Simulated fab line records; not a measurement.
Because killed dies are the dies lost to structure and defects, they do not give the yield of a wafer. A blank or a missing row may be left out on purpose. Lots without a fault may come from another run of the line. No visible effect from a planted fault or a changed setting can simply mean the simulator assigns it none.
Comparing a struck lot with a sound one    flow n5Finfet    14 out of 1938 route steps
Sound: these wafers, L318.1, L318.3, L318.6. Struck: wafer L327.4 (left out: L327.2, a lot-mate that was not struck); the cause follows at the end.
For every step that has rows: the tool of each side, followed by ch and its chambers, followed by its first start. Under that, the readings that differ: sound wafers    struck wafers    difference of the means    sigmas: that difference in standard deviations of wafers without a fault.
alike: a reading whose means differ by less than 2 such deviations, as well as words and numbers matching on both sides. not compared: withheld readings; readings where some wafer has no value; bounds like >300 that might hide an equal value; numbers whose values overlap and for which the record gives no deviation.
The two part at a step that has a row with sigmas, a row that says differs or no value, or rows on one side only. When numbers do not overlap yet have no deviation, they are printed without sigmas and do not part them. Lack of a reading on every wafer of one side parts them only where that side has two or more wafers.

first, 2 steps without rows for these wafers: N5_BEOL_M9_PRECLEAN_42 (cleans in residue remover, time 60 s); N5_BEOL_M9_SRD_43 (time 30 s).
N5_BEOL_M9_CD_MEAS_35: target cd 70 nm, target cd y 40 nm.
  sound: cdSem-02 at day 12 10:26; struck: cdSem-02 at day 16 05:03
  alike: cdNm
then, 1 step without rows for these wafers: N5_BEOL_M9_CURE_72 (cures SiCOH lowk, time 120 s).
N5_BEOL_M9_DEGAS_44: time 60 s.
  sound: pvdSputter-03 at day 12 10:49; struck: pvdSputter-01 at day 16 05:41
  alike: heaterPowerW
N5_BEOL_M9_PRE_CLEAN_45: time 30 s.
  sound: pvdSputter-03 at day 12 10:52; struck: pvdSputter-01 at day 16 05:43
  alike: heaterPowerW
N5_BEOL_M9_ALD_74: deposits TaN, target thk 2 nm, pulse time 2 s, purge time 3 s.
  sound on aldMetal-02 ch 0,2,3, day 12 10:56; struck on aldMetal-02 ch 1, day 16 05:49
  alike: heaterPowerW, precursorVesselCarrierSccm
N5_BEOL_M9_SURFACE_TREAT_79:
  sound: pvdSputter-03 at day 12 11:17; struck: pvdSputter-03 at day 16 07:25
  not compared: throttleValvePct
then, 3 steps without rows for these wafers: N5_BEOL_M9_CVD_78 (deposits Co from CCTBA/H2, target thk 2 nm, time 138.9 s); N5_BEOL_M9_SPUTTER_48 (material Cu, target thk 12 nm, time 2 s); N5_BEOL_M9_ECD_50 (material Cu, target thk 318 nm).
N5_BEOL_M9_ANNEAL_51: time 90 s.
  sound on rtpAnneal-01 ch 0, day 12 11:45; struck on rtpAnneal-02 ch 0, day 16 08:18
  alike: annealTempC, wafer_temp_C_max
N5_BEOL_M9_CMP_52: polishes, stops on SiCOH lowk, t overpolish 7 s, target thk 140 nm.
  sound on cmp-02 ch 0,1,3, day 12 12:08; struck on cmp-03 ch 1, day 16 08:41
reading                    sound           struck  difference  sigmas
barrierFieldEndpointS (s)  29.0 29.2 28.9  16.3    -12.7       -16
timeToEndpointS (s)        64 68 65        36      -30         -9
  alike: motorCurrentA, overpolishRunS
N5_PASSIVATION_PROBE_49:
  the record holds rows for the sound wafers here (prober-01, day 14 23:33) but none for the struck ones

== WHERE THEY PART ==
Earliest at N5_BEOL_M9_CMP_52; latest, in this record, at N5_PASSIVATION_PROBE_49.

WHY: what had been put in by the simulator
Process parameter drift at N5_BEOL_M9_CMP_52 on cmp-03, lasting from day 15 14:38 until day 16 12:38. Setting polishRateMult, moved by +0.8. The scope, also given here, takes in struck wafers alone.
